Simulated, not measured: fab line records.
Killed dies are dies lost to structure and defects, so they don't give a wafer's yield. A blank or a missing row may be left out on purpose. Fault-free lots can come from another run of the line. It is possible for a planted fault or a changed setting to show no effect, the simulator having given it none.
Split-lot experiment    flow n5_finfet    7 lots, 21 wafers read, on a route of 1938 steps

ABOUT THE SPLIT
At N5_BEOL_M10_ETCH_41 (etches SiCN in CH3F/O2, target depth 42.6 nm, time 86 s), the setting source_w was moved away from the recipe's 395 W on 12 of the 21 wafers read, by -9.6% to +12.7%. All remaining wafers had this setting at the recipe value.

The reading is taken at the split's own step.

THE READING
rf_vpp_V, in V, at N5_BEOL_M10_ETCH_41 (etches SiCN in CH3F/O2, target depth 42.6 nm, time 86 s). On this fab line, fault-free wafers typically give 297.6 V with a standard deviation of 1.4 V.

wafer   tool, chamber at the split  source_w as run, W  against the recipe  rf_vpp_V, V  against lot-mates on the recipe
L075.2  rie_diel-05, 2              370.6               -6.2%               305.5        +5.9
L075.3  rie_diel-05, 3              370.6               -6.2%               308.6        +9.0
L075.5  rie_diel-05, 0              395                 recipe              299.6        -
L083.1  rie_diel-06, 0              395                 recipe              296.1        -
L083.2  rie_diel-06, 2              395                 recipe              297.9        -
L083.5  rie_diel-06, 2              395                 recipe              298.4        -
L087.2  rie_diel-04, 1              395                 recipe              298.4        -
L087.5  rie_diel-04, 2              429.2               +8.7%               289.6        -8.8
L087.6  rie_diel-04, 3              429.2               +8.7%               288.3        -10.1
L089.2  rie_diel-06, 3              440.4               +11.5%              285.1        -13.2
L089.5  rie_diel-06, 2              395                 recipe              298.3        -
L089.6  rie_diel-06, 1              440.4               +11.5%              285.3        -13.0
L095.4  rie_diel-06, 3              360                 -8.9%               305.6        no lot-mate on the recipe
L095.5  rie_diel-06, 1              360                 -8.9%               304.8        no lot-mate on the recipe
L095.6  rie_diel-06, 0              360                 -8.9%               306.8        no lot-mate on the recipe
L094.1  rie_diel-04, 1              395                 recipe              296.0        -
L094.3  rie_diel-04, 0              445.3               +12.7%              284.0        -11.8
L094.4  rie_diel-04, 3              395                 recipe              295.6        -
L093.1  rie_diel-04, 3              357.1               -9.6%               307.0        +9.4
L093.2  rie_diel-04, 1              395                 recipe              297.6        -
L093.5  rie_diel-04, 3              357.1               -9.6%               307.3        +9.7

THE FIT
A straight line over all 21 wafers: rf_vpp_V changes by -1.05 V for each +1% of source_w; r = -0.98; the points scatter about the line by 1.5 V.
The same after taking each lot's own level away (the mean of its wafers on the recipe; 18 wafers): -1.06 V for each +1%; r = -0.99; scatter 0.99 V.
That fit puts the effect of the largest move of source_w on the reading at 14 V.
Measured against the standard deviation above, the lots' own levels, which go from 295.80 to 299.60 V, span 2.7 times it.
The two slopes are in agreement: the lot-to-lot level therefore moves the slope only a little.
Check: with one of the wafers moved furthest among these (+12.7%) left out of the fit, the line predicts -14 V for it against its lot-mates. Against them it came out at -11.8 V.
Tool readings at the split's step, against how far the setting was moved: rf_vpp_V r = -0.98.

OTHER SPLITS APPLIED TO THESE WAFERS
These wafers also went through other splits before the reading. Each is held against what the fit with the lots' levels taken away leaves over:
other split on the same wafers     wafers away from the commonest value  r with rf_vpp_V (lot level and that fit taken away)
N5_BEOL_M9_HM_DEP_02 target_thk_a  8                                     -0.12
N5_BEOL_M9_ETCH_62 source_w        5                                     +0.03
N5_BEOL_M9_EXPOSE_25 dose_mj       5                                     +0.22

FILE'S OWN FIT
rf_vpp_V changes by -1.04 V for each +1% of source_w, r = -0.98.
